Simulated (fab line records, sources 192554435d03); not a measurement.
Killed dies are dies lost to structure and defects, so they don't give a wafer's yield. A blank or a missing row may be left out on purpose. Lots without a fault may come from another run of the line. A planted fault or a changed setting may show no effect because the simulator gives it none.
Chamber matching | flow n5_finfet | N5_BEOL_M11_CURE_72 on uv_cure-03: 3 sister chambers
The step cures SiCOH lowk, time 120 s. 20 wafers are shown with their chamber, then 10 later ones without.

WAFERS WITH THEIR CHAMBER
wafer  | chamber | wafer_temp_C_max | lamp_power_pct (%)
L076.3 | 1       | 371.4            | 52.29
L076.4 | 1       | 371.1            | 52.32
L076.6 | 1       | 371.6            | 52.29
L081.1 | 2       | 371.2            | 52.37
L081.2 | 2       | 371.4            | 52.36
L081.3 | 2       | 371.3            | 52.24
L082.2 | 2       | 372.2            | 52.38
L082.4 | 2       | 371.8            | 52.34
L082.6 | 2       | 371.3            | 52.30
L084.3 | 1       | 371.2            | 52.31
L084.4 | 1       | 370.8            | 52.25
L084.5 | 1       | 371.3            | 52.36
L085.3 | 0       | 372.2            | 52.30
L085.5 | 0       | 371.6            | 52.35
L085.6 | 0       | 371.5            | 52.25
L091.1 | 0       | 372.6            | 52.27
L091.2 | 0       | 372.2            | 52.27
L091.5 | 0       | 373.0            | 52.32
L093.1 | 1       | 370.9            | 52.29
L093.2 | 1       | 370.9            | 52.42

SIGNATURES (means of the wafers above)
reading          | chamber 0 | chamber 1 | chamber 2 | scatter within a chamber
wafer_temp_C_max | 372.183   | 371.150   | 371.533   | 0.416
lamp_power_pct   | 52.2933   | 52.3162   | 52.3317   | 0.0486
Rule: a wafer's distance from a chamber is the root of the sum, over the readings, of the square of ((its reading less the chamber's mean) divided by the reading's scatter). The wafer belongs to the nearest chamber; if the next one is less than 2 further off, it can't be placed. The scatter: the root of (the sum of the squares of (reading less its chamber's mean) over the shown wafers, divided by (wafers less chambers)).

WAFERS WITHOUT THEIR CHAMBER
wafer  | wafer_temp_C_max | lamp_power_pct (%)
L093.3 | 371.0            | 52.40
L092.1 | 370.7            | 52.31
L092.2 | 370.9            | 52.24
L092.3 | 370.6            | 52.30
L095.1 | 371.6            | 52.39
L095.2 | 372.8            | 52.32
L095.3 | 371.7            | 52.30
L096.2 | 372.3            | 52.34
L096.3 | 372.0            | 52.32
L096.4 | 372.1            | 52.38

WHICH CHAMBER EACH WENT THROUGH
wafer  | from the rows above          | in truth
L093.3 | can't be placed: 1 or 2 or 0 | 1
L092.1 | can't be placed: 1 or 2      | 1
L092.2 | can't be placed: 1 or 2 or 0 | 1
L092.3 | can't be placed: 1 or 2      | 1
L095.1 | can't be placed: 2 or 1 or 0 | 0
L095.2 | can't be placed: 0 or 2      | 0
L095.3 | can't be placed: 2 or 0 or 1 | 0
L096.2 | can't be placed: 0 or 2 or 1 | 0
L096.3 | can't be placed: 0 or 2 or 1 | 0
L096.4 | can't be placed: 2 or 0 or 1 | 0
Placed correctly: 0 of 10. Can't be placed from these rows: 10 (the true chamber is among the candidates in 10). Placed wrongly: 0.
